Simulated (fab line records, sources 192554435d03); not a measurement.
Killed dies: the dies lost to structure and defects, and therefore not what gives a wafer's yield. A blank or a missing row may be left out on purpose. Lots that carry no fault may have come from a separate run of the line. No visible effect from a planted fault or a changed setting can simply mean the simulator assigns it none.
The tool behind it: which one? | flow n5-finfet | 36 wafers from 12 lots sampled at 2 of the route's 1938 steps

WHAT THE GAUGES SHOWED, per wafer
N5_FIN_SAQP_OVL_MEAS_17.
lot  | measured    | on         | FIN_CORE_OVL (nm)
L075 | day 2 04:56 | overlay-02 | 1.5 0.8 0.6
L077 | day 2 16:11 | overlay-01 | 0.2 -0.4 1.1
L079 | day 3 03:39 | overlay-01 | 0.2 1.3 -0.2
L081 | day 3 15:37 | overlay-01 | -1.6 -1.1 -0.7
L083 | day 4 04:02 | overlay-01 | 0.3 1.6 -0.2
L085 | day 4 15:18 | overlay-01 | 0.5 0.7 0.0
L087 | day 5 04:08 | overlay-02 | -0.4 -0.7 -0.8
L089 | day 5 15:20 | overlay-01 | 1.6 0.7 0.8
L091 | day 6 04:07 | overlay-01 | 1.4 1.2 1.5
L093 | day 6 15:16 | overlay-01 | -0.2 0.0 1.1
L095 | day 7 03:25 | overlay-02 | -0.5 -0.3 -0.6
L097 | day 7 16:38 | overlay-02 | -0.2 -0.6 -0.9

TOOL THAT RAN EACH LOT (tool first, then ch and the chambers of the sampled wafers, then the start)
lot  | N5_PMOS_HMC_CHANNEL_EPI_CMP_21
L075 | cmp-02 ch 0,1,2, day 2 02:34
L077 | cmp-04 ch 1,3, day 2 13:53
L079 | cmp-02 ch 0,1, day 3 01:32
L081 | cmp-02 ch 0,3, day 3 13:19
L083 | cmp-02 ch 0,2,3, day 4 01:56
L085 | cmp-02 ch 0,1,2, day 4 13:02
L087 | cmp-03 ch 1,3, day 5 01:59
L089 | cmp-04 ch 2,3, day 5 13:13
L091 | cmp-02 ch 0,1,2, day 6 01:47
L093 | cmp-03 ch 0,3, day 6 13:13
L095 | cmp-03 ch 1,2, day 7 01:16
L097 | cmp-02 ch 0,1,3, day 7 14:26
- N5_PMOS_HMC_CHANNEL_EPI_CMP_21: polishes SiGe30, target thk 54 nm.

THE ANSWER, worked out from the rows above alone
Rule: what is usual is taken from the lots themselves. Put in order of their means at a reading, lots are off if they are a third of the lots or fewer, leave a main group of 4 or more, and stand apart from it by a gap of 3 or more times the standard deviation of the main group's means; of several such gaps the widest counts. A main group whose means are all the same, to the digits that the tables above print for the reading, isn't used. A lot without any number at a reading at which 4 lots or more have one is off too. The other lots that the step has rows for count as sound.
No lot is off on any of the readings shown, so nothing can be concluded from this.

WHAT HAD BEEN PUT IN BY THE SIMULATOR
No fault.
